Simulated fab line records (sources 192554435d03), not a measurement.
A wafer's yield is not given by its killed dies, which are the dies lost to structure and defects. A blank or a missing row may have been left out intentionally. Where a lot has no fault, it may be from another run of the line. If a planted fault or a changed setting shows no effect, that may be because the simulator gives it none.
Matching of chambers | flow n5_finfet | 4 sister chambers for N5_BEOL_M9_ETCH_62 on rie_diel-04
The step etches SOC in N2/H2, target depth 110 nm, overetch 22 nm, time 165 s. 14 wafers are shown with their chamber, then 7 later ones without.

== WAFERS PAIRED WITH THEIR CHAMBERS ==
wafer  | chamber | showerhead_plenum_p_Torr (Torr) | throttle_valve_pct (%) | oes_product_au (a.u.)
L075.3 | 0       | 2.53                            | 17.67                  | 0.66
L075.4 | 2       | 2.42                            | 18.06                  | 0.59
L075.6 | 0       | 2.53                            | 17.67                  | 0.66
L078.1 | 3       | 2.55                            | 17.50                  | 0.65
L078.2 | 0       | 2.53                            | 17.68                  | 0.67
L078.6 | 0       | 2.53                            | 17.68                  | 0.65
L081.2 | 1       | 2.45                            | 17.49                  | 0.71
L081.5 | 3       | 2.55                            | 17.50                  | 0.65
L081.6 | 0       | 2.53                            | 17.68                  | 0.65
L080.2 | 2       | 2.42                            | 18.07                  | 0.58
L080.3 | 0       | 2.53                            | 17.69                  | 0.66
L080.5 | 1       | 2.45                            | 17.51                  | 0.70
L086.2 | 1       | 2.45                            | 17.52                  | 0.70
L086.4 | 2       | 2.41                            | 18.10                  | 0.58

SIGNATURES (means of the wafers above)
reading                  | chamber 0 | chamber 1 | chamber 2 | chamber 3 | scatter within a chamber
showerhead_plenum_p_Torr | 2.5300    | 2.4500    | 2.4167    | 2.5500    | 0.00258
throttle_valve_pct       | 17.6783   | 17.5067   | 18.0767   | 17.5000   | 0.0127
oes_product_au           | 0.6583    | 0.7033    | 0.5833    | 0.6500    | 0.00645
Rule: distance of a wafer from a chamber = root of the sum over the readings of ((wafer's reading minus chamber's mean) / reading's scatter) squared. The wafer belongs to the nearest chamber; if the next one is less than 2 further off, it can't be placed. The scatter: take each reading less its chamber's mean, square it, sum over the shown wafers, divide by the number of wafers less the number of chambers, and take the root.

== WAFERS WITH NO CHAMBER GIVEN ==
wafer  | showerhead_plenum_p_Torr (Torr) | throttle_valve_pct (%) | oes_product_au (a.u.)
L086.5 | 2.41                            | 18.11                  | 0.57
L093.1 | 2.44                            | 17.55                  | 0.70
L093.2 | 2.52                            | 17.72                  | 0.64
L093.6 | 2.54                            | 17.55                  | 0.64
L094.2 | 2.44                            | 17.54                  | 0.70
L094.3 | 2.52                            | 17.72                  | 0.64
L094.6 | 2.52                            | 17.73                  | 0.64

== THE CHAMBER EACH PASSED THROUGH ==
wafer  | from the rows above | in truth
L086.5 | 2                   | 2
L093.1 | 1                   | 1
L093.2 | 0                   | 0
L093.6 | 3                   | 3
L094.2 | 1                   | 1
L094.3 | 0                   | 0
L094.6 | 0                   | 0
Placed correctly: 7 of 7. From these rows, 0 cannot be placed. Wrongly placed: 0.
